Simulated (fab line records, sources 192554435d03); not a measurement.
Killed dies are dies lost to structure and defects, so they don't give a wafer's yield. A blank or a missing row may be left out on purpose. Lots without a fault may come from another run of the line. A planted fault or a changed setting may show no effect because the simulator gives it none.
Which tool did it? | flow n5_finfet | 9 lots, 27 wafers sampled, at 7 steps of a route of 1938

WHAT THE GAUGES READ, wafer by wafer
N5_MOL_CONTACT_COAG_CD_MEAS_84: target cd 25.1 nm. Usual: cd_nm 25.07 nm, standard deviation 0.23.
lot  | measured     | on        | cd_nm (nm)        | flag
L510 | day 5 15:17  | cd_sem-03 | 24.93 24.71 25.26 |
L514 | day 6 10:35  | cd_sem-02 | 24.79 25.18 24.98 |
L513 | day 6 12:10  | cd_sem-03 | 24.73 25.10 24.56 |
L516 | day 7 08:02  | cd_sem-01 | 25.08 24.88 25.01 |
L518 | day 7 14:44  | cd_sem-01 | 25.00 25.10 25.20 |
L520 | day 8 06:47  | cd_sem-03 | 24.81 25.19 25.26 |
L524 | day 9 01:50  | cd_sem-03 | 25.41 25.18 24.92 |
L528 | day 10 00:50 | cd_sem-03 | 25.01 24.89 24.95 |
L529 | day 10 05:05 | cd_sem-02 | 22.39 24.65 22.97 | OFF

N5_MOL_CONTACT_COAG_INSPECT_57: inspects for defects (brightfield). Usual: raw_defect_count 196, standard deviation 43.
lot  | measured     | on                | raw_defect_count | flag
L510 | day 5 15:23  | defect_inspect-01 | 281 267 157      |
L514 | day 6 10:40  | defect_inspect-02 | 191 230 222      |
L513 | day 6 12:15  | defect_inspect-02 | 177 177 124      |
L516 | day 7 08:08  | defect_inspect-01 | 211 196 158      |
L518 | day 7 14:49  | defect_inspect-01 | 198 221 166      |
L520 | day 8 06:52  | defect_inspect-02 | 150 200 173      |
L524 | day 9 01:55  | defect_inspect-02 | 158 177 240      |
L528 | day 10 00:55 | defect_inspect-01 | 157 208 116      |
L529 | day 10 05:10 | defect_inspect-01 | 192 140 185      |

N5_MOL_CONTACT_COAG_CD_MEAS_137: target cd 16 nm. Usual: cd_nm 15.92 nm, standard deviation 0.26.
lot  | measured     | on        | cd_nm (nm)        | flag
L510 | day 5 16:13  | cd_sem-03 | 16.14 16.43 15.53 |
L514 | day 6 11:38  | cd_sem-02 | 15.87 15.87 15.22 |
L513 | day 6 13:24  | cd_sem-01 | 16.11 15.67 16.05 |
L516 | day 7 09:10  | cd_sem-02 | 15.69 15.97 15.74 |
L518 | day 7 15:40  | cd_sem-01 | 15.80 15.88 16.00 |
L520 | day 8 07:42  | cd_sem-02 | 15.96 15.97 16.13 |
L524 | day 9 03:03  | cd_sem-02 | 16.05 15.78 15.75 |
L528 | day 10 02:01 | cd_sem-02 | 16.22 16.15 15.75 |
L529 | day 10 06:17 | cd_sem-01 | 12.93 15.89 13.36 | OFF

N5_BEOL_M4_RC_MEAS_101. Usual: DIBL_N 36.5 mV/V, standard deviation 1.4; DIBL_P 36.9 mV/V, standard deviation 1.7; IOFF_N 0.163 nA/um, standard deviation 0.023; IOFF_P 0.22 nA/um, standard deviation 0.032; ION_N 673 uA/um, standard deviation 9; ION_P 462 uA/um, standard deviation 7.5; SS_N 71.6 mV/dec, standard deviation 0.54; SS_P 73.4 mV/dec, standard deviation 0.62; VT_N 249.8 mV, standard deviation 2.8; VT_P -250 mV, standard deviation 3.5.
lot  | measured     | on        | DIBL_N (mV/V)  | DIBL_P (mV/V)  | IOFF_N (nA/um)    | IOFF_P (nA/um) | ION_N (uA/um) | ION_P (uA/um) | SS_N (mV/dec)  | SS_P (mV/dec)  | VT_N (mV)         | VT_P (mV)      | flag
L510 | day 8 14:34  | prober-02 | 36.8 37.5 38.1 | 36.5 36.5 37.9 | 0.161 0.173 0.186 | 0.26 0.25 0.29 | 684 680 689   | 479 475 482   | 71.6 72.0 71.9 | 73.5 73.7 73.7 | 249.2 247.9 245.9 | -243 -248 -244 |
L514 | day 9 05:38  | prober-01 | 35.7 37.9 37.6 | 35.3 38.6 37.6 | 0.135 0.182 0.172 | 0.19 0.24 0.22 | 663 680 689   | 459 464 470   | 71.3 71.5 71.0 | 73.8 74.6 74.1 | 253.6 247.2 249.3 | -253 -248 -251 |
L513 | day 9 18:32  | prober-02 | 37.1 38.0 38.9 | 37.7 39.2 40.3 | 0.158 0.177 0.197 | 0.21 0.23 0.26 | 673 682 686   | 458 465 460   | 71.7 71.6 72.0 | 73.4 73.7 74.4 | 250.3 247.7 247.2 | -253 -250 -249 |
L516 | day 9 21:07  | prober-01 | 36.0 35.8 36.5 | 37.5 37.3 37.8 | 0.176 0.174 0.187 | 0.25 0.25 0.27 | 676 672 679   | 468 469 469   | 71.8 71.7 73.1 | 74.1 74.3 73.4 | 248.6 246.6 249.4 | -244 -248 -246 |
L518 | day 10 17:21 | prober-02 | 36.8 34.4 36.3 | 36.6 33.9 36.0 | 0.161 0.132 0.153 | 0.23 0.19 0.23 | 678 672 672   | 466 465 460   | 71.1 70.5 71.6 | 73.2 72.3 73.4 | 252.8 252.3 251.1 | -248 -247 -249 |
L520 | day 11 05:37 | prober-02 | 37.6 35.4 36.4 | 38.3 34.8 36.9 | 0.190 0.134 0.165 | 0.26 0.19 0.23 | 675 655 686   | 466 447 467   | 71.9 70.7 71.2 | 73.5 72.7 73.6 | 247.7 255.9 248.5 | -248 -253 -251 |
L524 | day 12 08:54 | prober-02 | 38.2 35.8 35.6 | 39.0 36.5 35.4 | 0.202 0.160 0.148 | 0.26 0.21 0.19 | 680 660 676   | 470 454 460   | 71.1 71.4 71.3 | 73.4 72.9 73.3 | 245.6 248.4 250.4 | -246 -249 -252 |
L528 | day 12 18:17 | prober-02 | 37.8 35.1 34.4 | 39.6 36.1 35.9 | 0.191 0.142 0.128 | 0.22 0.17 0.17 | 679 671 656   | 457 448 454   | 71.9 71.0 70.8 | 74.2 73.7 73.8 | 247.5 251.1 255.7 | -252 -258 -254 |
L529 | day 13 19:58 | prober-01 | 33.6           | 34.1           | 0.125             | 0.18           | 672           | 472           | 70.4           | 72.7           | 252.2             | -251           |

WHICH TOOL RAN EACH LOT (tool, then ch and the chambers of the sampled wafers, then the start)
lot  | N5_MOL_CONTACT_COAG_SPUTTER_130 | N5_MOL_CONTACT_COAG_ALD_123      | N5_MOL_CONTACT_COAG_EXPOSE_81
L510 | pvd_sputter-03, day 5 11:33     | ald_sin-02 ch 0,2, day 5 14:27   | euv_scanner-02 ch 0, day 5 15:10
L514 | pvd_sputter-03, day 6 06:35     | ald_sin-04 ch 0,1,3, day 6 09:44 | euv_scanner-01 ch 0, day 6 10:27
L513 | pvd_sputter-03, day 6 08:06     | ald_sin-04 ch 1,2, day 6 11:11   | euv_scanner-02 ch 0, day 6 12:01
L516 | pvd_sputter-02, day 7 04:17     | ald_sin-02 ch 0,1,2, day 7 07:12 | euv_scanner-01 ch 0, day 7 07:54
L518 | pvd_sputter-03, day 7 10:59     | ald_sin-04 ch 1,2, day 7 13:53   | euv_scanner-01 ch 0, day 7 14:35
L520 | pvd_sputter-01, day 8 02:41     | ald_sin-03 ch 1,2,3, day 8 05:56 | euv_scanner-01 ch 0, day 8 06:38
L524 | pvd_sputter-03, day 8 21:46     | ald_sin-02 ch 0,1,3, day 9 00:52 | euv_scanner-02 ch 0, day 9 01:41
L528 | pvd_sputter-02, day 9 20:28     | ald_sin-04 ch 0,1,2, day 9 23:51 | euv_scanner-02 ch 0, day 10 00:41
L529 | pvd_sputter-03, day 10 00:53    | ald_sin-04 ch 2,3, day 10 04:07  | euv_scanner-01 ch 0, day 10 04:56
- N5_MOL_CONTACT_COAG_SPUTTER_130: material Co, target thk 47.5 nm.
- N5_MOL_CONTACT_COAG_ALD_123: deposits SiNx, target thk 5 nm, pulse time 1 s, purge time 2 s.
- N5_MOL_CONTACT_COAG_EXPOSE_81: exposes mask VG, defocus 0 nm.

WHAT THE TOOLS THEMSELVES READ (means of the sampled wafers that have a number; where no wafer has one, the mark that the record gives instead)
N5_MOL_CONTACT_COAG_SPUTTER_130. Usual: throttle_valve_pct 29.6 %, standard deviation 1.1.
lot  | tool           | throttle_valve_pct (%) | flag
L510 | pvd_sputter-03 | 30.2                   |
L514 | pvd_sputter-03 | 30.2                   |
L513 | pvd_sputter-03 | 30.1                   |
L516 | pvd_sputter-02 | 30.2                   |
L518 | pvd_sputter-03 | 30.3                   |
L520 | pvd_sputter-01 | 29.9                   |
L524 | pvd_sputter-03 | 29.8                   |
L528 | pvd_sputter-02 | 29.5                   |
L529 | pvd_sputter-03 | 28.9                   |

N5_MOL_CONTACT_COAG_ALD_123. Usual: heater_power_w 857 W, standard deviation 86; precursor_pulse_height_rel 0.998, standard deviation 0.018.
lot  | tool       | heater_power_w (W) | precursor_pulse_height_rel | flag
L510 | ald_sin-02 | 840                | 0.991                      |
L514 | ald_sin-04 | 820                | 1.001                      |
L513 | ald_sin-04 | 916                | 0.991                      |
L516 | ald_sin-02 | 805                | 1.012                      |
L518 | ald_sin-04 | 897                | 0.996                      |
L520 | ald_sin-03 | 934                | 0.991                      |
L524 | ald_sin-02 | 869                | 1.015                      |
L528 | ald_sin-04 | 885                | 1.007                      |
L529 | ald_sin-04 | 753                | 1.000                      |

N5_MOL_CONTACT_COAG_EXPOSE_81. Usual: exposure_dose_mJ_cm2 59.46, standard deviation 0.079.
lot  | tool           | exposure_dose_mJ_cm2 | flag
L510 | euv_scanner-02 | 59.43                |
L514 | euv_scanner-01 | 59.56                |
L513 | euv_scanner-02 | 59.44                |
L516 | euv_scanner-01 | 59.54                |
L518 | euv_scanner-01 | 59.62                |
L520 | euv_scanner-01 | 59.52                |
L524 | euv_scanner-02 | 59.37                |
L528 | euv_scanner-02 | 59.42                |
L529 | euv_scanner-01 | 60.42                | OFF

THE ANSWER, worked out from the rows above alone
Rule: a lot is off if the mean of its wafers that have a number lies more than 3 standard deviations from the usual mean. A lot without any number at a reading at which 4 lots or more have one is off too. The other lots that the step has rows for count as sound. The gauges are gone through in route order, then the tools' own readings, and for those a lot's mean is taken as printed above. The first step at which some lot is off is used, and at that step the reading that is off furthest; a lot without a number counts as furthest.
Off: L529, at N5_MOL_CONTACT_COAG_CD_MEAS_84 (cd_nm).
A tool fits if, at a process step before that reading, it ran every lot that is off, and no sound lot after the first of them. The gauges at N5_MOL_CONTACT_COAG_CD_MEAS_84 aren't tried: what is off there is off at N5_MOL_CONTACT_COAG_CD_MEAS_137 too, on other tools, and a gauge's error can't cause that. Can't be told from this: 3 tools fit, pvd_sputter-03 at N5_MOL_CONTACT_COAG_SPUTTER_130, ald_sin-04 at N5_MOL_CONTACT_COAG_ALD_123, euv_scanner-01 at N5_MOL_CONTACT_COAG_EXPOSE_81.

WHAT THE SIMULATOR HAD PUT IN
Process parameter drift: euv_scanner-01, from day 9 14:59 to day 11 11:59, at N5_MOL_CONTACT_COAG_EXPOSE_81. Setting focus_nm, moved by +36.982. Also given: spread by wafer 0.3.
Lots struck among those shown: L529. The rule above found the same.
